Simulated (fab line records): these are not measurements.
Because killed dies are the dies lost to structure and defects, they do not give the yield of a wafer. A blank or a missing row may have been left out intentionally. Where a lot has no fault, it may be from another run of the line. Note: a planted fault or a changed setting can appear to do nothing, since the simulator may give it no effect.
Matching of chambers    flow n5Finfet    N5_BEOL_M2_ILD_DEP_00 on pecvd-03: 3 sister chambers
The step deposits SiOC from DEMS/O2, target thk 79 nm, time 15.3 s. 6 wafers are shown with their chamber, then 9 later ones without.

WAFERS PAIRED WITH THEIR CHAMBERS
wafer   chamber  showerheadPlenumPTorr (Torr)  throttleValvePct (%)
L081.4  2        5.692                         11.6
L082.2  2        5.671                         11.5
L085.5  1        5.682                         11.8
L087.1  1        5.696                         12.0
L087.2  0        5.709                         11.2
L087.3  0        5.707                         11.3

WAFERS WHOSE CHAMBER IS MISSING
wafer   showerheadPlenumPTorr (Torr)  throttleValvePct (%)
L089.1  5.682                         11.9
L089.3  5.692                         11.3
L089.6  5.708                         11.6
L092.1  5.694                         11.9
L092.2  5.706                         11.2
L092.3  5.673                         10.6
L097.2  5.678                         10.5
L097.3  5.699                         11.7
L097.6  5.689                         10.6

WHICH CHAMBER EACH ONE RAN IN
wafer    from the rows above            in truth
L089.1   1                              1
L089.3   can't be placed: 0 or 2        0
L089.6   can't be placed: 2 or 0 or 1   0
L092.1   1                              1
L092.2   0                              0
L092.3   0                              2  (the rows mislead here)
L097.2   0                              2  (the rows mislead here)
L097.3   can't be placed: 1 or 2        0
L097.6   0                              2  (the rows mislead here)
Correctly placed: 3 of 9. Unplaceable from these rows: 3, with the true chamber sitting among the candidates in 2. Wrongly placed: 3.
How it was worked out, from the rows above alone: a wafer's distance from a chamber is the root of the sum, over the readings, of the square of ((its reading less the chamber's mean) divided by the reading's scatter). The wafer belongs to the nearest chamber; if the next one is less than 2 further off, it can't be placed. A chamber's mean is the mean of its shown wafers. The scatter: the root of (the sum of the squares of (reading less its chamber's mean) over the shown wafers, divided by (wafers less chambers)).
